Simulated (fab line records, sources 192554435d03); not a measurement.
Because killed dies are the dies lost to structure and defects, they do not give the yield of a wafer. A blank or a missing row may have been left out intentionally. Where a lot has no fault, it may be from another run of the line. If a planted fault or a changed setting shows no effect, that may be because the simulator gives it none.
fab line records -- flow n5_finfet -- part 1 of 2: steps 1 to 4 of 6
record: lots: 22, wafers: 66, last_day: 18
route steps=1938 shown BEOL_M0_SAQP@658
lots that met no fault: from a run of the same line without faults
start_h: hours from the record's opening day to when the first of the lot's shown wafers began -- wait_h: hours since the lot's step before -- " repeats the value in the row above -- L1.1+2: several wafers, shown together as one row -- - value missing, or start not given -- * or withheld: withheld -- < > ~ a bound
route shown NAME@n: a module of which the file shows steps, and the number in the route of the first -- usual: mean/standard deviation taken from wafers without a fault -- same: alike in all rows -- chamber/n: place in a boat -- sites: the reading at each site -- _std_site: their standard deviation -- _edge_site: the outer-site mean with the inner-site mean subtracted -- radius_mm: for every site, how far away it sits from the centre of the wafer -- mask NAME#n: copy n -- behind: the last tool/chamber to shape the wafer -- hold: reason for holding the lot/hours on hold/outcome of the hold -- device: the transistor (n, p or np) that didn't switch -- end of line: the route-end tests of the same wafers -- a step with no rows: only its recipe -- killed: at the first sort, the dies lost to defects and structure; wafer yield is something else -- map: shows each die of a wafer: x if killed, . if not, _ if none is there
set.NAME: the run value of the setting; set.NAME@STEP: its run value at that earlier step -- model.NAME: the simulator's own value behind a step, which no gauge read
the route's steps for a sample of lots (tables are steps, rows are wafers)
services: a tool's chamber out of use, with start hour (start_h, from the record's first day; less than 0 if before it), hours out, and reason
== steps ==
step: N5_BEOL_M0_SAQP_MANDREL_ETCH_20
recipe: target_depth_a: 600, chemistry: HBr/Cl2, target: a-Si, stop_on: SiNx, bt_time_s: 10, mask_material: SOC, over_etch_frac: 0.5, time_s: 30, pressure_mtorr: 10, icp_w: 800, bias_w: 75, HBr_flow_sccm: 150, Cl2_flow_sccm: 80, ends: end_point
usual: drypump_motor_current_A: 5.9/0.38, oes_product_au: 0.766/0.012, throttle_valve_pct: 35.4/0.32
same: bt_time_s: 10
lot.wafer,tool,chamber,start_h,wait_h,drypump_motor_current_A,oes_product_au,rf_hours_counter_h,throttle_valve_pct
L074.1,rie_si-02,0,108.08,0.0,6.4,0.747,199,35.5
L074.3,rie_si-02,2,108.08,0.0,6.0,0.754,192,35.2
L074.5,rie_si-02,3,108.08,0.0,5.5,0.787,-,35.2
L075.2,rie_si-02,2,114.25,0.0,6.0,0.744,192,35.2
L075.3,rie_si-02,3,114.25,0.0,5.5,0.779,5,35.2
L075.4,rie_si-02,0,114.25,0.0,6.3,0.748,200,35.5
L076.1,rie_si-06,1,115.78,0.0,5.7,0.766,15,36.0
L076.3,rie_si-06,3,115.78,0.0,6.7,0.762,47,35.3
L076.5,rie_si-06,0,115.78,0.0,5.9,0.756,-,35.2
L077.3,rie_si-06,2,126.51,0.0,6.0,0.758,151,35.6
L077.4,rie_si-06,1,126.51,0.0,5.7,0.785,15,35.9
L077.6,rie_si-06,1,126.51,0.0,5.7,0.776,-,35.9
L079.1,rie_si-02,2,138.50,0.0,5.9,0.748,192,35.2
L079.4,rie_si-02,2,138.50,0.0,6.0,0.761,-,35.2
L079.6,rie_si-02,1,138.50,0.0,6.1,0.772,-,35.5
L080.1,rie_si-02,1,148.60,0.0,6.2,0.745,1,35.5
L080.2,rie_si-02,3,148.60,0.0,5.6,0.792,6,35.2
L080.3,rie_si-02,2,148.60,0.0,6.0,0.744,192,35.2
L082.2,rie_si-02,3,156.20,0.0,5.5,0.785,6,35.2
L082.4,rie_si-02,1,156.20,0.0,6.1,0.767,1,35.5
L082.6,rie_si-02,2,156.20,0.0,6.0,0.768,-,35.2
L081.3,rie_si-04,3,157.21,0.0,6.0,0.756,73,35.0
L081.5,rie_si-04,0,157.21,0.0,4.9,0.765,-,36.0
L081.6,rie_si-04,3,157.21,0.0,6.0,0.767,-,35.0
L083.1,rie_si-04,0,161.62,0.0,4.9,0.766,185,36.0
L083.2,rie_si-04,1,161.62,0.0,5.6,0.771,54,35.1
L083.6,rie_si-04,0,161.62,0.0,4.9,0.768,-,36.0
L084.1,rie_si-04,1,166.83,0.0,5.6,0.762,54,35.1
L084.2,rie_si-04,0,166.83,0.0,4.8,0.765,185,36.0
L084.4,rie_si-04,3,166.83,0.0,6.1,0.769,73,35.0
L086.2,rie_si-06,2,184.06,0.0,5.9,0.754,152,35.6
L086.3,rie_si-06,1,184.06,0.0,5.7,0.771,16,35.9
L086.6,rie_si-06,0,184.06,0.0,5.9,0.760,-,35.2
L087.1,rie_si-04,3,188.44,0.0,6.0,0.757,74,35.0
L087.3,rie_si-04,2,188.44,0.0,6.0,0.773,70,35.4
L087.5,rie_si-04,3,188.44,0.0,6.1,0.768,-,35.0
L088.1,rie_si-02,3,192.47,0.0,5.5,0.779,7,35.2
L088.2,rie_si-02,0,192.47,0.0,6.3,0.743,1,35.7
L088.6,rie_si-02,0,192.47,0.0,6.4,0.756,-,35.7
L089.1,rie_si-04,0,197.74,0.0,4.9,0.770,186,36.0
L089.2,rie_si-04,3,197.74,0.0,6.1,0.763,74,35.0
L089.5,rie_si-04,0,197.74,0.0,4.8,0.775,-,36.0
L090.3,rie_si-02,0,204.62,0.0,6.3,0.756,1,35.7
L090.4,rie_si-02,2,204.62,0.0,6.0,0.759,0,35.0
L090.5,rie_si-02,2,204.62,0.0,6.0,0.761,-,35.0
L091.1,rie_si-06,0,209.65,0.0,5.9,0.766,179,35.2
L091.3,rie_si-06,3,209.65,0.0,6.7,0.765,49,35.4
L091.5,rie_si-06,3,209.65,0.0,6.7,0.777,-,35.3
L092.1,rie_si-06,1,216.59,0.0,5.7,0.762,17,35.9
L092.2,rie_si-06,2,216.59,0.0,5.9,0.745,153,35.6
L092.3,rie_si-06,3,216.59,0.0,6.7,0.758,49,35.4
L093.2,rie_si-02,0,228.97,0.0,6.4,0.749,2,35.7
L093.4,rie_si-02,2,228.97,0.0,6.0,0.757,1,35.0
L093.6,rie_si-02,1,228.97,0.0,6.1,0.760,-,35.5
L094.1,rie_si-04,3,230.65,0.0,6.1,0.766,74,35.0
L094.5,rie_si-04,3,230.65,0.0,6.0,0.774,-,35.0
L094.6,rie_si-04,2,230.65,0.0,6.0,0.785,-,35.4
L095.1,rie_si-04,3,235.62,0.0,6.0,0.770,74,35.0
L095.5,rie_si-04,3,235.62,0.0,6.0,0.773,-,35.0
L095.6,rie_si-04,2,235.62,0.0,6.0,0.789,-,35.4
L096.3,rie_si-06,2,241.32,0.0,5.9,0.764,153,35.6
L096.4,rie_si-06,0,241.32,0.0,5.9,0.780,179,35.1
L096.5,rie_si-06,2,241.32,0.0,5.9,0.760,-,35.6
L097.3,rie_si-04,3,245.15,0.0,6.1,0.759,75,35.0
L097.5,rie_si-04,3,245.15,0.0,6.1,0.778,-,35.0
L097.6,rie_si-04,1,245.15,0.0,5.6,0.788,-,35.1
step: N5_BEOL_M0_SAQP_STRIP_86
recipe: chemistry: N2/H2, power_w: 500, temp_c: 40, pressure_mtorr: 50, rf_frequency_hz: 6e+07, overash_fraction: 0.3, bias_power_w: 28, h2_frac: 0.5, n2_flow_sccm: 300, h2_flow_sccm: 300
usual: drypump_motor_current_A: 5.8/0.31, n2_flow_sccm: 300.0/0.77, oes_product_au: 0.80/0.081, rf_vpp_V: 122.2/1.4, showerhead_plenum_p_Torr: 3.41/0.11, temp_c: 40.00/0.12, throttle_valve_pct: 18.9/0.3
lot.wafer,tool,chamber,start_h,wait_h,drypump_motor_current_A,n2_flow_sccm,oes_product_au,rf_hours_counter_h,rf_vpp_V,showerhead_plenum_p_Torr,temp_c,throttle_valve_pct
L074.1,rie_diel-04,3,108.27,0.2,5.5,299.4,0.76,126,119.3,3.12,40.13,19.0
L074.3,rie_diel-04,0,108.27,0.2,5.9,299.1,0.77,148,121.7,3.49,40.12,18.8
L074.5,rie_diel-04,2,108.27,0.2,6.1,300.8,0.79,-,121.8,3.49,40.05,18.3
L075.2,rie_diel-03,0,114.35,0.1,5.2,300.4,0.66,250,120.9,3.44,40.19,19.1
L075.3,rie_diel-03,1,114.35,0.1,5.9,299.5,0.73,171,124.2,3.46,39.82,19.1
L075.4,rie_diel-03,2,114.35,0.1,5.4,300.0,0.81,-,121.9,3.41,40.21,19.0
L076.1,rie_diel-03,0,115.88,0.1,5.2,300.1,0.67,251,123.3,3.44,40.02,19.1
L076.3,rie_diel-03,2,115.88,0.1,5.5,299.7,0.82,90,121.0,3.41,40.21,19.0
L076.5,rie_diel-03,2,115.88,0.1,5.4,299.5,0.81,-,122.8,3.41,40.08,19.0
L077.3,rie_diel-05,3,126.78,0.2,6.1,301.8,0.87,48,122.3,3.55,40.17,19.0
L077.4,rie_diel-05,0,126.78,0.2,6.1,299.1,0.76,149,121.0,3.50,40.19,18.7
L077.6,rie_diel-05,2,126.78,0.2,6.4,299.5,0.77,-,122.1,3.52,40.14,19.5
L079.1,rie_diel-04,1,138.60,0.1,5.6,299.6,0.69,238,120.5,3.32,39.84,18.7
L079.4,rie_diel-04,2,138.60,0.1,6.1,298.6,0.79,-,122.2,3.49,39.94,18.3
L079.6,rie_diel-04,1,138.60,0.1,5.6,301.0,0.69,-,121.4,3.32,39.89,18.7
L080.1,rie_diel-03,2,148.70,0.1,5.5,298.6,0.80,102,123.7,3.40,39.98,19.1
L080.2,rie_diel-03,1,148.70,0.1,5.9,299.0,0.72,184,123.3,3.45,40.06,19.1
L080.3,rie_diel-03,0,148.70,0.1,5.2,299.8,0.97,3,122.3,3.44,40.18,18.7
L082.2,rie_diel-05,0,156.30,0.1,6.1,300.5,0.77,157,122.8,3.49,39.96,18.7
L082.4,rie_diel-05,2,156.30,0.1,6.3,300.1,0.77,144,124.4,3.51,40.13,19.5
L082.6,rie_diel-05,2,156.30,0.1,6.4,298.6,0.77,-,123.0,3.51,40.12,19.5
L081.3,rie_diel-03,3,157.31,0.1,5.8,299.6,0.93,13,122.6,3.43,40.02,18.6
L081.5,rie_diel-03,0,157.31,0.1,5.2,299.7,0.97,-,124.7,3.43,39.95,18.7
L081.6,rie_diel-03,1,157.31,0.1,5.9,300.2,0.72,-,123.0,3.45,39.83,19.2
L083.1,rie_diel-05,0,161.72,0.1,6.0,299.8,0.76,159,122.7,3.49,40.02,18.7
L083.2,rie_diel-05,1,161.72,0.1,5.7,299.7,0.90,41,122.3,3.41,40.32,19.1
L083.6,rie_diel-05,1,161.72,0.1,5.7,298.3,0.91,-,122.1,3.41,40.21,19.1
L084.1,rie_diel-04,2,166.99,0.1,6.1,300.8,0.79,149,121.7,3.48,40.05,18.3
L084.2,rie_diel-04,1,166.99,0.1,5.7,300.6,0.68,247,121.2,3.32,39.96,18.7
L084.4,rie_diel-04,3,166.99,0.1,5.5,299.0,0.74,146,119.7,3.11,40.00,19.1
L086.2,rie_diel-04,3,184.16,0.1,5.5,300.0,0.76,152,121.0,3.11,39.98,19.1
L086.3,rie_diel-04,1,184.16,0.1,5.7,300.6,0.66,249,121.7,3.31,40.07,18.7
L086.6,rie_diel-04,3,184.16,0.1,5.5,301.0,0.75,-,123.5,3.11,40.11,19.1
L087.1,rie_diel-03,3,188.54,0.1,5.8,300.0,0.90,23,121.8,3.42,39.79,18.6
L087.3,rie_diel-03,0,188.54,0.1,5.2,300.5,0.94,16,122.1,3.43,39.93,18.7
L087.5,rie_diel-03,2,188.54,0.1,5.4,300.0,0.78,-,122.3,3.39,39.98,19.1
L088.1,rie_diel-04,3,192.57,0.1,5.5,300.4,0.74,155,121.0,3.10,39.91,19.1
L088.2,rie_diel-04,0,192.57,0.1,5.9,300.0,0.74,168,122.4,3.48,39.97,18.8
L088.6,rie_diel-04,0,192.57,0.1,5.9,300.2,0.75,-,121.6,3.48,39.85,18.9
L089.1,rie_diel-05,3,197.84,0.1,6.1,300.3,0.83,70,123.1,3.54,40.05,19.0
L089.2,rie_diel-05,0,197.84,0.1,6.1,300.9,0.76,171,119.9,3.49,39.92,18.8
L089.5,rie_diel-05,3,197.84,0.1,6.1,300.7,0.83,-,122.6,3.54,39.81,19.0
L090.3,rie_diel-04,3,204.71,0.1,5.5,299.7,0.73,160,119.6,3.10,40.11,19.1
L090.4,rie_diel-04,0,204.71,0.1,5.9,299.3,0.74,-,121.8,3.47,39.87,18.8
L090.5,rie_diel-04,2,204.71,0.1,6.1,300.4,0.76,-,124.1,3.48,39.97,18.3
L091.1,rie_diel-05,2,209.75,0.1,6.4,300.4,0.75,158,121.2,3.51,39.84,19.5
L091.3,rie_diel-05,1,209.75,0.1,5.8,299.0,0.86,57,120.9,3.40,39.84,19.2
L091.5,rie_diel-05,1,209.75,0.1,5.8,300.5,0.86,-,122.8,3.40,39.87,19.1
L092.1,rie_diel-04,3,216.79,0.2,5.5,301.5,0.73,164,121.8,3.10,40.00,19.1
L092.2,rie_diel-04,1,216.79,0.2,5.7,300.2,0.98,1,122.5,3.31,39.85,18.4
L092.3,rie_diel-04,2,216.79,0.2,6.1,301.3,0.76,166,121.5,3.47,40.01,18.4
L093.2,rie_diel-03,0,229.14,0.1,5.2,298.6,0.91,28,123.8,3.42,40.09,18.7
L093.4,rie_diel-03,2,229.14,0.1,5.5,299.6,0.78,123,122.4,3.39,40.17,19.1
L093.6,rie_diel-03,3,229.14,0.1,5.8,301.3,0.88,-,121.0,3.42,40.06,18.6
L094.1,rie_diel-03,0,230.75,0.1,5.2,299.2,0.91,29,122.5,3.42,39.84,18.7
L094.5,rie_diel-03,0,230.75,0.1,5.2,300.5,0.89,-,124.2,3.42,40.04,18.7
L094.6,rie_diel-03,3,230.75,0.1,5.8,300.9,0.88,-,121.8,3.42,39.94,18.7
L095.1,rie_diel-05,2,235.72,0.1,6.3,300.2,0.74,165,122.6,3.50,39.85,19.6
L095.5,rie_diel-05,1,235.72,0.1,5.8,300.9,0.85,-,121.9,3.40,39.94,19.2
L095.6,rie_diel-05,0,235.72,0.1,6.1,300.5,0.75,-,120.3,3.48,39.88,18.8
L096.3,rie_diel-03,2,241.42,0.1,5.4,299.8,0.76,127,123.4,3.39,40.11,19.1
L096.4,rie_diel-03,3,241.42,0.1,5.8,299.1,0.88,40,123.8,3.41,40.12,18.7
L096.5,rie_diel-03,0,241.42,0.1,5.2,301.1,0.90,-,124.0,3.42,39.88,18.7
L097.3,rie_diel-04,0,245.26,0.1,5.9,300.3,0.73,185,123.5,3.47,39.93,18.9
L097.5,rie_diel-04,1,245.26,0.1,5.7,299.5,0.93,-,121.8,3.31,40.08,18.4
L097.6,rie_diel-04,0,245.26,0.1,5.9,302.0,0.73,-,122.5,3.47,39.87,18.9
step: N5_BEOL_M0_SAQP_SPACER1_ALD_98
recipe: material: SiO2, target_thk_a: 128, temp_c: 300, ald_precursor_family: BDEAS, ald_co_reactant: O2-plasma, pulse_time_s: 1, purge_time_s: 2, co_reactant_purge_time_s: 2, ald_cycles: 138, pressure_torr: 2
usual: heater_power_w: 496/47, precursor_pulse_height_rel: 1.000/0.021
lot.wafer,tool,chamber,start_h,wait_h,heater_power_w,precursor_pulse_height_rel
L074.1,ald_sin-02,1,109.10,0.6,563,0.981
L074.3,ald_sin-02,3,109.10,0.6,461,1.000
L074.5,ald_sin-02,0,109.10,0.6,497,1.052
L075.2,ald_sin-03,0,114.92,0.3,507,1.010
L075.3,ald_sin-03,1,114.92,0.3,560,1.003
L075.4,ald_sin-03,3,114.92,0.3,443,1.025
L076.1,ald_sin-03,1,116.83,0.7,550,1.001
L076.3,ald_sin-03,0,116.83,0.7,512,1.002
L076.5,ald_sin-03,2,116.83,0.7,458,1.038
L077.3,ald_sin-02,0,127.30,0.1,486,0.998
L077.4,ald_sin-02,3,127.30,0.1,466,0.999
L077.6,ald_sin-02,1,127.30,0.1,580,0.992
L079.1,ald_sin-04,3,139.56,0.7,395,0.991
L079.4,ald_sin-04,1,139.56,0.7,447,0.988
L079.6,ald_sin-04,2,139.56,0.7,354,0.981
L080.1,ald_sin-03,1,149.49,0.5,550,1.001
L080.2,ald_sin-03,2,149.49,0.5,469,1.010
L080.3,ald_sin-03,0,149.49,0.5,504,0.995
L082.2,ald_sin-02,3,156.81,0.3,468,1.002
L082.4,ald_sin-02,1,156.81,0.3,570,1.004
L082.6,ald_sin-02,1,156.81,0.3,583,1.008
L081.3,ald_sin-02,0,157.83,0.1,492,0.978
L081.5,ald_sin-02,0,157.83,0.1,500,0.999
L081.6,ald_sin-02,3,157.83,0.1,482,0.994
L083.1,ald_sin-02,2,163.33,1.4,504,0.986
L083.2,ald_sin-02,1,163.33,1.4,566,1.052
L083.6,ald_sin-02,3,163.33,1.4,464,0.978
L084.1,ald_sin-04,1,168.19,0.3,449,0.996
L084.2,ald_sin-04,0,168.19,0.3,485,0.994
L084.4,ald_sin-04,3,168.19,0.3,416,1.024
L086.2,ald_sin-03,3,186.74,2.2,434,1.020
L086.3,ald_sin-03,2,186.74,2.2,466,1.013
L086.6,ald_sin-03,2,186.74,2.2,470,0.983
L087.1,ald_sin-03,0,189.56,0.3,509,1.031
L087.3,ald_sin-03,1,189.56,0.3,560,1.037
L087.5,ald_sin-03,0,189.56,0.3,504,0.987
L088.1,ald_sin-03,3,193.94,1.1,437,0.953
L088.2,ald_sin-03,2,193.94,1.1,471,1.029
L088.6,ald_sin-03,1,193.94,1.1,573,1.003
L089.1,ald_sin-02,2,198.71,0.5,509,0.991
L089.2,ald_sin-02,1,198.71,0.5,551,0.973
L089.5,ald_sin-02,0,198.71,0.5,503,1.022
L090.3,ald_sin-03,0,205.27,0.1,512,0.983
L090.4,ald_sin-03,3,205.27,0.1,446,0.968
L090.5,ald_sin-03,1,205.27,0.1,581,1.019
L091.1,ald_sin-02,0,210.26,0.3,501,1.000
L091.3,ald_sin-02,2,210.26,0.3,508,1.005
L091.5,ald_sin-02,3,210.26,0.3,475,1.046
L092.1,ald_sin-03,1,217.72,0.6,564,0.959
L092.2,ald_sin-03,3,217.72,0.6,449,1.028
L092.3,ald_sin-03,0,217.72,0.6,516,1.016
L093.2,ald_sin-02,2,229.66,0.3,515,1.025
L093.4,ald_sin-02,1,229.66,0.3,540,0.980
L093.6,ald_sin-02,2,229.66,0.3,501,0.985
L094.1,ald_sin-03,3,231.30,0.3,437,1.017
L094.5,ald_sin-03,3,231.30,0.3,438,1.010
L094.6,ald_sin-03,1,231.30,0.3,556,0.982
L095.1,ald_sin-02,3,236.24,0.3,473,1.023
L095.5,ald_sin-02,1,236.24,0.3,549,1.002
L095.6,ald_sin-02,0,236.24,0.3,500,1.031
L096.3,ald_sin-02,0,241.94,0.1,510,1.003
L096.4,ald_sin-02,2,241.94,0.1,503,1.030
L096.5,ald_sin-02,0,241.94,0.1,519,1.006
L097.3,ald_sin-03,1,246.13,0.5,542,0.985
L097.5,ald_sin-03,0,246.13,0.5,504,1.000
L097.6,ald_sin-03,3,246.13,0.5,451,0.989
step: N5_BEOL_M0_SAQP_SPACER1_ETCHBACK_99
recipe: chemistry: CHF3/O2, mode: anisotropic_etchback, target: SiO2, target_depth_a: 154, time_s: 7.7, pressure_mtorr: 30, source_w: 650, bias_w: 170, Ar_flow_sccm: 200, CHF3_flow_sccm: 50, O2_flow_sccm: 5, ion_energy_ev: 200
usual: CHF3_flow_sccm: 50.01/0.13, drypump_motor_current_A: 5.8/0.31, oes_product_au: 0.80/0.079, rf_vpp_V: 523/9.2, showerhead_plenum_p_Torr: 2.46/0.083, throttle_valve_pct: 18.89/0.22
lot.wafer,tool,chamber,start_h,wait_h,CHF3_flow_sccm,drypump_motor_current_A,oes_product_au,rf_hours_counter_h,rf_vpp_V,showerhead_plenum_p_Torr,throttle_valve_pct
L074.1,rie_diel-05,0,109.57,0.3,50.01,6.1,0.77,145,530,2.52,18.82
L074.3,rie_diel-05,1,109.57,0.3,50.08,5.7,0.92,26,521,2.47,18.80
L074.5,rie_diel-05,1,109.57,0.3,49.86,5.7,0.91,-,519,2.47,18.81
L075.2,rie_diel-04,3,115.40,0.3,50.09,5.5,0.76,128,521,2.23,18.79
L075.3,rie_diel-04,1,115.40,0.3,50.05,5.7,0.69,230,520,2.38,18.69
L075.4,rie_diel-04,2,115.40,0.3,50.01,6.0,0.80,131,539,2.52,18.51
L076.1,rie_diel-05,3,117.31,0.3,49.94,6.1,0.89,45,533,2.54,18.80
L076.3,rie_diel-05,0,117.31,0.3,49.96,6.1,0.77,147,529,2.52,18.79
L076.5,rie_diel-05,3,117.31,0.3,50.00,6.1,0.87,-,534,2.54,18.79
L077.3,rie_diel-03,3,127.78,0.3,50.17,5.8,0.98,4,532,2.48,18.92
L077.4,rie_diel-03,3,127.78,0.3,50.17,5.8,0.97,-,532,2.48,18.93
L077.6,rie_diel-03,1,127.78,0.3,49.95,5.9,0.74,-,527,2.51,19.34
L079.1,rie_diel-03,0,140.04,0.3,50.17,5.2,1.00,0,504,2.46,18.63
L079.4,rie_diel-03,2,140.04,0.3,50.02,5.5,0.80,100,520,2.42,18.89
L079.6,rie_diel-03,1,140.04,0.3,50.12,5.9,0.73,-,524,2.51,19.34
L080.1,rie_diel-03,2,149.97,0.3,49.77,5.4,0.79,102,518,2.42,18.87
L080.2,rie_diel-03,3,149.97,0.3,50.12,5.8,0.93,11,532,2.47,18.93
L080.3,rie_diel-03,0,149.97,0.3,49.99,5.2,0.97,3,503,2.46,18.61
L082.2,rie_diel-04,2,157.29,0.3,49.85,6.1,0.78,146,538,2.51,18.52
L082.4,rie_diel-04,1,157.29,0.3,49.99,5.7,0.67,244,522,2.37,18.70
L082.6,rie_diel-04,0,157.29,0.3,49.99,5.9,0.74,-,525,2.51,18.88
L081.3,rie_diel-03,0,158.34,0.3,50.07,5.2,0.98,6,502,2.46,18.64
L081.5,rie_diel-03,2,158.34,0.3,49.81,5.4,0.80,-,520,2.42,18.88
L081.6,rie_diel-03,3,158.34,0.3,49.99,5.8,0.93,-,532,2.47,18.94
L083.1,rie_diel-05,3,163.81,0.3,49.86,6.1,0.85,59,533,2.53,18.82
L083.2,rie_diel-05,2,163.81,0.3,50.09,6.4,0.77,146,510,2.50,19.16
L083.6,rie_diel-05,2,163.81,0.3,50.09,6.4,0.76,-,510,2.50,19.18
L084.1,rie_diel-03,0,168.67,0.3,49.64,5.2,0.94,10,504,2.46,18.64
L084.2,rie_diel-03,2,168.67,0.3,50.00,5.5,0.80,108,521,2.42,18.89
L084.4,rie_diel-03,3,168.67,0.3,50.30,5.8,0.92,17,531,2.47,18.93
L086.2,rie_diel-04,3,187.46,0.5,50.23,5.5,0.73,153,522,2.22,18.82
L086.3,rie_diel-04,0,187.46,0.5,50.01,5.9,0.74,166,525,2.50,18.89
L086.6,rie_diel-04,3,187.46,0.5,50.13,5.5,0.73,-,519,2.22,18.81
L087.1,rie_diel-05,3,190.03,0.3,49.92,6.1,0.84,68,531,2.53,18.83
L087.3,rie_diel-05,1,190.03,0.3,49.61,5.8,0.87,50,518,2.46,18.84
L087.5,rie_diel-05,3,190.03,0.3,49.93,6.1,0.83,-,530,2.53,18.83
L088.1,rie_diel-03,1,194.57,0.4,50.09,6.0,0.72,198,527,2.50,19.38
L088.2,rie_diel-03,0,194.57,0.4,50.11,5.2,0.93,18,503,2.46,18.66
L088.6,rie_diel-03,3,194.57,0.4,49.90,5.8,0.90,-,531,2.47,18.94
L089.1,rie_diel-04,0,199.19,0.3,50.24,5.9,0.74,171,524,2.50,18.89
L089.2,rie_diel-04,2,199.19,0.3,49.94,6.0,0.77,160,540,2.51,18.55
L089.5,rie_diel-04,3,199.19,0.3,49.95,5.5,0.73,-,521,2.22,18.83
L090.3,rie_diel-04,2,205.94,0.4,50.05,6.1,0.76,163,538,2.51,18.55
L090.4,rie_diel-04,0,205.94,0.4,50.11,5.8,0.73,-,524,2.50,18.91
L090.5,rie_diel-04,3,205.94,0.4,49.88,5.5,0.73,-,522,2.22,18.83
L091.1,rie_diel-05,2,210.74,0.3,50.19,6.4,0.76,158,512,2.49,19.18
L091.3,rie_diel-05,0,210.74,0.3,49.97,6.1,0.75,175,529,2.51,18.85
L091.5,rie_diel-05,1,210.74,0.3,49.99,5.7,0.87,-,520,2.46,18.85
L092.1,rie_diel-03,2,218.20,0.3,50.05,5.4,0.78,120,519,2.42,18.92
L092.2,rie_diel-03,1,218.20,0.3,50.07,5.9,0.71,206,524,2.50,19.38
L092.3,rie_diel-03,0,218.20,0.3,49.83,5.2,0.91,25,502,2.45,18.65
L093.2,rie_diel-05,2,230.14,0.3,49.91,6.4,0.75,164,510,2.49,19.20
L093.4,rie_diel-05,0,230.14,0.3,50.18,6.1,0.74,181,529,2.50,18.87
L093.6,rie_diel-05,1,230.14,0.3,49.94,5.7,0.85,-,518,2.45,18.86
L094.1,rie_diel-05,2,231.78,0.3,50.15,6.3,0.74,164,509,2.49,19.18
L094.5,rie_diel-05,1,231.78,0.3,50.11,5.8,0.85,-,520,2.45,18.86
L094.6,rie_diel-05,2,231.78,0.3,50.01,6.3,0.76,-,509,2.49,19.20
L095.1,rie_diel-04,3,236.71,0.3,49.91,5.5,0.73,171,521,2.22,18.84
L095.5,rie_diel-04,0,236.71,0.3,50.14,5.9,0.73,-,525,2.50,18.93
L095.6,rie_diel-04,1,236.71,0.3,49.92,5.6,0.94,-,521,2.37,18.42
L096.3,rie_diel-03,0,242.47,0.3,49.65,5.2,0.90,32,503,2.45,18.67
L096.4,rie_diel-03,2,242.47,0.3,49.76,5.4,0.77,127,519,2.41,18.93
L096.5,rie_diel-03,1,242.47,0.3,49.87,5.9,0.70,-,525,2.49,19.38
L097.3,rie_diel-03,0,246.61,0.3,49.95,5.2,0.90,34,503,2.45,18.67
L097.5,rie_diel-03,3,246.61,0.3,50.04,5.8,0.88,-,531,2.46,18.97
L097.6,rie_diel-03,0,246.61,0.3,50.16,5.2,0.89,-,503,2.45,18.68
